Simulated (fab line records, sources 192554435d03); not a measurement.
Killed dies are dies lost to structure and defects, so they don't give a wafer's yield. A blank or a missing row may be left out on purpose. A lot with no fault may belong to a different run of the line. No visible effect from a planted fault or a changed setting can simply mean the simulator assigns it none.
A lot that was struck, set against a sound lot :: flow n5-finfet :: 35 out of 1938 route steps
Sound: wafers L700.1, L700.3, L700.4. Struck: wafer L692.3 (L692.4, L692.6, from the same lot, were not struck and are left out); the cause is given at the end.
Order at every step that has rows: each side's tool, ch and its chambers, its first start. Under that, the readings that differ: sound wafers :: struck wafers :: difference of the means :: sigmas: that difference in standard deviations of wafers without a fault.
alike: a reading whose means differ by less than 2 such deviations, as well as words and numbers matching on both sides. not compared: withheld readings; readings where some wafer has no value; bounds like >300 that might hide an equal value; numbers whose values overlap and for which the record gives no deviation.
Wherever a step has rows on one side only, a row that says differs or no value, or a row with sigmas, the two part there. Numbers that have no deviation but don't overlap get no sigmas and don't part them. A reading missing from all wafers of one side parts the sides only when that side holds two or more wafers.

first, 10 steps without rows for these wafers: N5_STI_FIN_REVEAL_PRECLEAN_18 (cleans in SC2, time 45 s); N5_STI_FIN_REVEAL_SRD_28 (time 30 s); N5_DUMMY_GATE_PRECLEAN_00 (cleans in O3/DIW, time 60 s); N5_DUMMY_GATE_SRD_01 (time 30 s); N5_DUMMY_GATE_ALD_02 (deposits SiO2, target thk 2 nm, pulse time 1 s); N5_DUMMY_GATE_CVD_03 (deposits a-Si from SiH4, target thk 150 nm, time 8042 s); N5_DUMMY_GATE_PRECLEAN_46 (cleans in DIW, time 89.5 s); N5_DUMMY_GATE_SRD_47 (dry time 32 s); N5_DUMMY_GATE_CMP_04 (polishes a-Si); N5_DUMMY_GATE_HM_DEP_06 (deposits SiNx from DCS/NH3, target thk 80 nm, time 5141 s).
N5_DUMMY_GATE_PECVD_30: deposits SiO2 from TEOS/O2, target thk 55 nm, time 10.8 s.
  sound on pecvd-02 ch 1,2, day 8 06:22; struck on pecvd-01 ch 2, day 6 05:27
reading: model.SiO2_of_DUMMY_GATE_PECVD_30.thk-nm (nm)
sound: 54.6 54.8 56.6
struck: 59.6
difference: +4.3
sigmas: 
  alike: chamber-pressure-Torr
then, 22 steps without rows for these wafers: N5_DUMMY_GATE_COAT_34 (time 60 s, resist thk 60 nm); N5_DUMMY_GATE_COAT_35 (time 60 s, resist thk 10 nm); N5_DUMMY_GATE_COAT_28 (time 60 s, resist thk 10 nm); N5_DUMMY_GATE_COAT_09 (resist thk 30 nm); N5_DUMMY_GATE_EBR_11; N5_DUMMY_GATE_SOFTBAKE_10 (time 60 s); N5_DUMMY_GATE_EXPOSE_12 (exposes mask GATE, target cd 25 nm); N5_DUMMY_GATE_PEB_13 (peb time 60 s); N5_DUMMY_GATE_DEVELOP_14 (develop time 30 s); N5_DUMMY_GATE_DESCUM_20 (chemistry O2, time 6.2 s); N5_DUMMY_GATE_ETCH_29 (etches underlayer in N2/H2, target depth 13 nm); N5_DUMMY_GATE_ETCH_36 (etches SiARC in CF4, target depth 13 nm); N5_DUMMY_GATE_ETCH_37 (etches SOC in N2/H2, target depth 60 nm, overetch 30 nm); N5_DUMMY_GATE_STRIP_38 (strips in N2/H2); N5_DUMMY_GATE_STRIP_39 (strips in N2/H2); N5_DUMMY_GATE_TRIM_49 (chemistry O2, time 29 s, target cd 14 nm); N5_DUMMY_GATE_STRIP_40 (strips in CF4); N5_DUMMY_GATE_ETCH_31 (etches SiO2 in C4F6/O2, target depth 82.5 nm, time 27.5 s); N5_DUMMY_GATE_STRIP_41 (strips in O2); N5_DUMMY_GATE_HM_OPEN_21 (chemistry CH3F/O2, target SiNx, target depth 120 nm, time 171.4 s); N5_DUMMY_GATE_ETCH_32 (etches SiO2 in CF4, target depth 3.5 nm, time 3.9 s); N5_DUMMY_GATE_ETCH_23 (etches poly-Si in HBr/Cl2/O2, target depth 41 nm, time 22.3 s).
N5_DUMMY_GATE_ETCH_44: etches poly-Si in HBr/O2, stops on SiO2, target depth 127.5 nm.
  sound on rie-si-06 ch 0,2,3, day 8 07:50; struck on rie-si-06 ch 1, day 6 07:04
reading: oes-product-au (a.u.)
sound: 0.706 0.711 0.732
struck: 0.745
difference: +0.029
sigmas: +2

reading: rf-hours-counter-h (h)
sound: 16 50 57
struck: 0
difference: -41
sigmas: 

reading: model.SiO2_of_DUMMY_GATE_PECVD_30.thk-nm (nm)
sound: 37.8 38.2 39.4
struck: 43.2
difference: +4.7
sigmas: 
  alike: drypump-motor-current-A, throttle-valve-pct
-- a jump in the record: the struck wafers' starts before and after are 7 days apart (it breaks off in module DUMMY_GATE and resumes in module BEOL_M4, where the first step shown is number 1111 of the route) --
N5_BEOL_M4_RC_MEAS_101:
  sound on prober-02 ch 0, day 15 06:32; struck on prober-02 ch 0, day 13 09:02
  alike: DIBL_N, DIBL_P, IOFF_N, IOFF_P, ION_N, ION_P, SS_N, SS_P, VT_N, VT_P

== WHERE THEY PART ==
Only at N5_DUMMY_GATE_ETCH_44, within this record. Later steps at which nothing parts them and some readings are alike: N5_BEOL_M4_RC_MEAS_101.

WHY: the cause the simulator had injected
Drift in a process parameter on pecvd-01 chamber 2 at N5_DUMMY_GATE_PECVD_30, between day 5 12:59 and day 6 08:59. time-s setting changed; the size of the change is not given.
